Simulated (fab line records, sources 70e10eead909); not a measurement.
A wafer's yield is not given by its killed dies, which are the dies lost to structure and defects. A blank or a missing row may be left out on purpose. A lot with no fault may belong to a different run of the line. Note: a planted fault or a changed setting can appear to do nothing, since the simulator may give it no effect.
Which tool is to blame? | flow nand_harc | 24 lots with 72 wafers sampled at 2 steps, on a route of 1302 steps

== WHAT THE GAUGES READ, wafer by wafer ==
NHARC_A_CONTACT_CD_MEAS_08 targets a cd of 200 nm. Usual: 200.3 nm for cd_nm, sd 0.68.
lot  | measured     | on        | cd_nm (nm)        | flag
L074 | day 22 21:01 | cd_sem-02 | 201.1 200.2 200.9 |
L076 | day 22 21:12 | cd_sem-03 | 202.1 200.0 201.0 |
L075 | day 23 03:18 | cd_sem-02 | 200.4 200.7 200.5 |
L078 | day 24 21:22 | cd_sem-02 | 199.9 200.9 200.6 |
L079 | day 25 01:02 | cd_sem-02 | 200.0 200.2 201.9 |
L077 | day 25 06:10 | cd_sem-02 | 199.2 199.8 201.0 |
L080 | day 25 06:31 | cd_sem-03 | 200.5 201.6 201.1 |
L081 | day 25 12:17 | cd_sem-02 | 201.1 200.4 200.2 |
L082 | day 25 22:09 | cd_sem-03 | 200.8 199.8 199.9 |
L084 | day 26 12:15 | cd_sem-02 | 200.5 200.9 200.4 |
L083 | day 26 16:25 | cd_sem-02 | 200.4 199.9 199.4 |
L085 | day 26 22:39 | cd_sem-03 | 200.4 200.1 202.1 |
L086 | day 27 00:21 | cd_sem-03 | 199.6 199.2 199.9 |
L087 | day 27 19:33 | cd_sem-01 | 200.5 200.3 199.6 |
L090 | day 28 05:45 | cd_sem-03 | 199.7 199.2 199.7 |
L088 | day 28 11:31 | cd_sem-01 | 201.0 200.1 200.2 |
L089 | day 28 17:21 | cd_sem-03 | 200.2 200.4 200.5 |
L092 | day 30 04:15 | cd_sem-03 | 199.7 200.4 200.3 |
L091 | day 30 10:22 | cd_sem-03 | 199.6 199.7 201.0 |
L093 | day 30 17:05 | cd_sem-01 | 200.8 199.4 200.3 |
L094 | day 30 21:05 | cd_sem-01 | 199.1 199.1 199.7 |
L095 | day 30 22:22 | cd_sem-01 | 199.8 201.7 199.6 |
L097 | day 31 09:50 | cd_sem-02 | 201.1 200.9 199.3 |
L096 | day 31 11:48 | cd_sem-01 | 200.3 199.9 200.9 |

== WHAT TOOL EACH LOT RAN ON (gives the tool, then ch and the chambers of the sampled wafers, and finally the start) ==
lot  | NHARC_A_CONTACT_STRIP_82
L074 | rie_diel-09 ch 0,1,3, day 22 21:01 or earlier
L076 | rie_diel-03 ch 1,2, day 22 21:12 or earlier
L075 | rie_diel-02 ch 1,2, day 23 03:18 or earlier
L078 | rie_diel-03 ch 0,2,3, day 24 21:22 or earlier
L079 | rie_diel-09 ch 0,3, day 25 01:02 or earlier
L077 | rie_diel-09 ch 0,1, day 25 06:10 or earlier
L080 | rie_diel-03 ch 0,3, day 25 06:31 or earlier
L081 | rie_diel-03 ch 1,2, day 25 12:17 or earlier
L082 | rie_diel-09 ch 0,2,3, day 25 22:09 or earlier
L084 | rie_diel-02 ch 1,2,3, day 26 12:15 or earlier
L083 | rie_diel-03 ch 0,1,2, day 26 16:25 or earlier
L085 | rie_diel-02 ch 0,1,3, day 26 22:39 or earlier
L086 | rie_diel-02 ch 0,2,3, day 27 00:21 or earlier
L087 | rie_diel-09 ch 0,1,2, day 27 19:33 or earlier
L090 | rie_diel-09 ch 1,2,3, day 28 05:45 or earlier
L088 | rie_diel-03 ch 0,1,2, day 28 11:31 or earlier
L089 | rie_diel-03 ch 0,1,3, day 28 17:21 or earlier
L092 | rie_diel-03 ch 0,2,3, day 30 04:15 or earlier
L091 | rie_diel-03 ch 0,3, day 30 10:22 or earlier
L093 | rie_diel-03 ch 1,2,3, day 30 17:05 or earlier
L094 | rie_diel-09 ch 1,2, day 30 21:05 or earlier
L095 | rie_diel-09 ch 0,1,2, day 30 22:22 or earlier
L097 | rie_diel-09 ch 1,2, day 31 09:50 or earlier
L096 | rie_diel-03 ch 0,2,3, day 31 11:48 or earlier
- NHARC_A_CONTACT_STRIP_82: strips in O2.

== AS READ BY THE TOOLS THEMSELVES (means over the sampled wafers that have a number; for cases with no such wafer, the mark the record gives instead) ==
NHARC_A_CONTACT_STRIP_82. Usual: drypump_motor_current_A 5.5 A, standard deviation 0.42; oes_product_au 0.999 a.u., standard deviation 0.011; rf_vpp_V 57.9 V, standard deviation 0.92; showerhead_plenum_p_Torr 3.53 Torr, standard deviation 0.16; throttle_valve_pct 17.036 %, standard deviation 0.0091.
lot  | tool        | drypump_motor_current_A (A) | oes_product_au (a.u.) | rf_vpp_V (V) | showerhead_plenum_p_Torr (Torr) | throttle_valve_pct (%) | flag
L074 | rie_diel-09 | 5.8                         | 1.006                 | 58.1         | 3.60                            | 17.031                 |
L076 | rie_diel-03 | 5.3                         | 0.993                 | 57.2         | 3.37                            | 17.035                 |
L075 | rie_diel-02 | 5.2                         | 0.994                 | 57.2         | 3.40                            | 17.036                 |
L078 | rie_diel-03 | 5.5                         | 1.003                 | 57.9         | 3.43                            | 17.035                 |
L079 | rie_diel-09 | 6.2                         | 1.009                 | 57.8         | 3.59                            | 17.038                 |
L077 | rie_diel-09 | 5.5                         | 0.990                 | 58.3         | 3.60                            | 17.034                 |
L080 | rie_diel-03 | 5.6                         | 0.997                 | 57.4         | 3.44                            | 17.038                 |
L081 | rie_diel-03 | 5.1                         | 0.991                 | 56.9         | 3.46                            | 17.041                 |
L082 | rie_diel-09 | 5.8                         | 1.010                 | 58.1         | 3.56                            | 17.041                 |
L084 | rie_diel-02 | 5.6                         | 1.002                 | 56.5         | 3.36                            | 17.030                 |
L083 | rie_diel-03 | 5.4                         | 0.993                 | 57.5         | 3.37                            | 17.034                 |
L085 | rie_diel-02 | 5.9                         | 0.995                 | 57.9         | 3.48                            | 17.035                 |
L086 | rie_diel-02 | 5.4                         | 0.997                 | 57.8         | 3.52                            | 17.041                 |
L087 | rie_diel-09 | 5.5                         | 0.989                 | 57.7         | 3.55                            | 17.041                 |
L090 | rie_diel-09 | 5.9                         | 1.000                 | 58.3         | 3.59                            | 17.038                 |
L088 | rie_diel-03 | 5.4                         | 0.998                 | 57.4         | 3.55                            | 17.031                 |
L089 | rie_diel-03 | 5.4                         | 1.005                 | 58.8         | 3.51                            | 17.039                 |
L092 | rie_diel-03 | 5.5                         | 1.010                 | 57.6         | 3.60                            | 17.040                 |
L091 | rie_diel-03 | 5.7                         | 0.996                 | 57.6         | 3.43                            | 17.040                 |
L093 | rie_diel-03 | 5.3                         | 0.997                 | 57.9         | 3.68                            | 17.036                 |
L094 | rie_diel-09 | 5.6                         | 0.997                 | 58.4         | 3.59                            | 17.044                 |
L095 | rie_diel-09 | 5.5                         | 0.998                 | 58.0         | 3.54                            | 17.037                 |
L097 | rie_diel-09 | 5.6                         | 0.997                 | 57.5         | 3.59                            | 17.038                 |
L096 | rie_diel-03 | 5.5                         | 1.008                 | 57.0         | 3.59                            | 17.036                 |

== THE ANSWER, worked out from the rows above alone ==
Rule: take the mean of a lot's wafers that have a number; if it is more than 3 standard deviations from the usual mean, the lot is off. Also off: a lot with no number at a reading for which 4 or more lots have one. Where the step has rows for the other lots, those lots are counted as sound. The gauges are gone through in route order, then the tools' own readings, and for those a lot's mean is taken as printed above. At the first step where some lot is off, the reading lying furthest off is the one used; lots without a number count as furthest.
Across all readings shown, no lot is off: no conclusion can be drawn from this.

== WHAT THE SIMULATOR HAD INSERTED ==
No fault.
